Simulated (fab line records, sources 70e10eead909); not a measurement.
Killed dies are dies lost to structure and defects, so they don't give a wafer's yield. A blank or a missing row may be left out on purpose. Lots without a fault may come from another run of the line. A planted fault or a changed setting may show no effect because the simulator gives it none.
Tool commonality check | flow nand_harc | 12 lots, 36 wafers sampled

WHY IT WAS OPENED
At NHARC_P_GATE_CD_MEAS_59 the reading cd_nm is flagged on 1 of 12 lots. Wafers without a fault read 719.4 nm, standard deviation 1.6.
Rule: a lot is flagged when every wafer of it that has a number lies more than 4 standard deviations from that mean, or none has a number. The other lots count as sound.

lot  | measured     | on        | cd_nm (nm), wafer by wafer | flag
L188 | day 5 13:05  | cd_sem-02 | 715.2 720.0 717.6          |
L189 | day 6 02:47  | cd_sem-03 | 720.8 718.1 718.2          |
L190 | day 6 10:13  | cd_sem-01 | 730.4 731.5 732.0          | FLAGGED
L200 | day 10 06:43 | cd_sem-02 | 717.6 719.0 719.1          |
L201 | day 11 05:07 | cd_sem-01 | 716.4 719.8 718.1          |
L203 | day 11 20:06 | cd_sem-03 | 721.0 717.9 719.1          |
L204 | day 12 09:47 | cd_sem-02 | 721.7 722.6 717.7          |
L205 | day 12 13:51 | cd_sem-02 | 717.5 717.2 717.1          |
L206 | day 13 02:24 | cd_sem-03 | 720.7 716.5 718.7          |
L207 | day 13 15:47 | cd_sem-01 | 721.9 719.7 723.0          |
L209 | day 14 03:08 | cd_sem-03 | 717.5 718.3 719.2          |
L211 | day 15 00:46 | cd_sem-02 | 718.4 718.8 720.7          |
The numbers of the flagged lots are 731.3 nm on average: +11.9 nm against the usual, or +7 standard deviations.

WHICH TOOL RAN EACH LOT
The record holds 1 process step before the reading, out of a route of 1302 steps. In each cell: the tool, then ch and the chambers that the sampled wafers went through, then the start.
lot  | flag    | NHARC_P_GATE_EXPOSE_56
L188 |         | krf_scanner-01 ch 0, day 5 12:56
L189 |         | krf_scanner-01 ch 0, day 6 02:37
L190 | FLAGGED | krf_scanner-01 ch 0, day 6 10:04
L200 |         | krf_scanner-03 ch 0, day 10 06:34
L201 |         | krf_scanner-03 ch 0, day 11 04:57
L203 |         | krf_scanner-01 ch 0, day 11 19:57
L204 |         | krf_scanner-03 ch 0, day 12 09:37
L205 |         | krf_scanner-03 ch 0, day 12 13:41
L206 |         | krf_scanner-02 ch 0, day 13 02:14
L207 |         | krf_scanner-03 ch 0, day 13 15:38
L209 |         | krf_scanner-02 ch 0, day 14 02:58
L211 |         | krf_scanner-01 ch 0, day 15 00:36
What these steps do:
- NHARC_P_GATE_EXPOSE_56: exposes mask P PSD, target cd 720 nm.
- NHARC_P_GATE_CD_MEAS_59: target cd 720 nm.

FLAGGED OVER TOTAL, TOOL BY TOOL (the gauges that took the reading come last)
step                    | tool           | lots run | flagged | share of the flagged lots | sound lots run after its first flagged lot
NHARC_P_GATE_EXPOSE_56  | krf_scanner-01 | 5        | 1       | all                       | 2 (L203,L211)
NHARC_P_GATE_EXPOSE_56  | krf_scanner-02 | 2        | 0       | none                      | -
NHARC_P_GATE_EXPOSE_56  | krf_scanner-03 | 5        | 0       | none                      | -
NHARC_P_GATE_CD_MEAS_59 | cd_sem-01      | 3        | 1       | all                       | 2 (L201,L207)
NHARC_P_GATE_CD_MEAS_59 | cd_sem-02      | 5        | 0       | none                      | -
NHARC_P_GATE_CD_MEAS_59 | cd_sem-03      | 4        | 0       | none                      | -

WHAT THE TABLE ALLOWS
2 rows of the table ran every flagged lot: krf_scanner-01 at NHARC_P_GATE_EXPOSE_56, cd_sem-01 at NHARC_P_GATE_CD_MEAS_59.
- krf_scanner-01 at NHARC_P_GATE_EXPOSE_56: 1 of its 5 lots flagged. Sound lots ran on it after the first flagged one (L203, L211), which a lasting fault on the whole tool wouldn't allow.
- cd_sem-01 at NHARC_P_GATE_CD_MEAS_59: 1 of its 3 lots flagged. Sound lots ran on it after the first flagged one (L201, L207), which a lasting fault on the whole tool wouldn't allow.
No row of the table ran every flagged lot and no sound lot after the first.

WHAT THE SIMULATOR HAD PUT IN
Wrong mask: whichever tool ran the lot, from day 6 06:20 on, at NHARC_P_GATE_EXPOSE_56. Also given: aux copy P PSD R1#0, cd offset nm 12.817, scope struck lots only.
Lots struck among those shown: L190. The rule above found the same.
